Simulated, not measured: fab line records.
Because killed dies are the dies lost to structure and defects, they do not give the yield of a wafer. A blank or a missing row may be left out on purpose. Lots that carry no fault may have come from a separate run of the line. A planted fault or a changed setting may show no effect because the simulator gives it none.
Chamber matching / flow nand_harc / rie_diel-07 running NHARC_A_ZERO_WELL_DESCUM_12: 4 sister chambers
The step chemistry O2, time 3 s. 8 wafers are shown with their chamber, then 12 later ones without.

## WAFERS PAIRED WITH THEIR CHAMBERS
wafer=L087.3; chamber=1; drypump_motor_current_A (A)=5.4; oes_product_au (a.u.)=1.015
wafer=L090.1; chamber=1; drypump_motor_current_A (A)=5.4; oes_product_au (a.u.)=1.021
wafer=L089.3; chamber=2; drypump_motor_current_A (A)=6.5; oes_product_au (a.u.)=0.994
wafer=L089.5; chamber=3; drypump_motor_current_A (A)=5.1; oes_product_au (a.u.)=0.994
wafer=L089.6; chamber=2; drypump_motor_current_A (A)=6.5; oes_product_au (a.u.)=0.984
wafer=L091.1; chamber=0; drypump_motor_current_A (A)=5.0; oes_product_au (a.u.)=1.005
wafer=L091.5; chamber=3; drypump_motor_current_A (A)=5.0; oes_product_au (a.u.)=0.995
wafer=L091.6; chamber=0; drypump_motor_current_A (A)=5.1; oes_product_au (a.u.)=1.011

## WAFERS WITHOUT THEIR CHAMBER
wafer=L093.2; drypump_motor_current_A (A)=5.0; oes_product_au (a.u.)=1.006
wafer=L093.4; drypump_motor_current_A (A)=5.0; oes_product_au (a.u.)=1.005
wafer=L093.6; drypump_motor_current_A (A)=5.4; oes_product_au (a.u.)=1.014
wafer=L094.1; drypump_motor_current_A (A)=6.5; oes_product_au (a.u.)=0.981
wafer=L094.3; drypump_motor_current_A (A)=5.0; oes_product_au (a.u.)=0.992
wafer=L094.4; drypump_motor_current_A (A)=5.4; oes_product_au (a.u.)=1.005
wafer=L095.1; drypump_motor_current_A (A)=6.5; oes_product_au (a.u.)=0.970
wafer=L095.3; drypump_motor_current_A (A)=5.1; oes_product_au (a.u.)=1.002
wafer=L095.4; drypump_motor_current_A (A)=5.4; oes_product_au (a.u.)=1.009
wafer=L097.1; drypump_motor_current_A (A)=5.0; oes_product_au (a.u.)=1.020
wafer=L097.2; drypump_motor_current_A (A)=5.4; oes_product_au (a.u.)=1.017
wafer=L097.5; drypump_motor_current_A (A)=5.0; oes_product_au (a.u.)=1.009

## WHICH CHAMBER EACH ONE RAN IN
wafer=L093.2; from the rows above=can't be placed: 0 or 3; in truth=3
wafer=L093.4; from the rows above=can't be placed: 0 or 3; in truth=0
wafer=L093.6; from the rows above=1; in truth=1
wafer=L094.1; from the rows above=2; in truth=2
wafer=L094.3; from the rows above=3; in truth=3
wafer=L094.4; from the rows above=1; in truth=1
wafer=L095.1; from the rows above=2; in truth=2
wafer=L095.3; from the rows above=can't be placed: 0 or 3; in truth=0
wafer=L095.4; from the rows above=1; in truth=1
wafer=L097.1; from the rows above=0; in truth=0
wafer=L097.2; from the rows above=1; in truth=1
wafer=L097.5; from the rows above=0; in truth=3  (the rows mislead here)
Correct placement for 8 of the 12. These rows do not allow placing 3 (true chamber among the candidates in 3). Number placed wrongly: 1.
How it was worked out, from the rows above alone: a wafer's distance from a chamber is the root of the sum, over the readings, of the square of ((its reading less the chamber's mean) divided by the reading's scatter). If the next closest chamber is less than 2 further off than the closest, the wafer can't be placed; otherwise it belongs to the closest. For every chamber, the mean is computed from those of its wafers that are shown. The scatter: take each reading less its chamber's mean, square it, sum over the shown wafers, divide by the number of wafers less the number of chambers, and take the root.
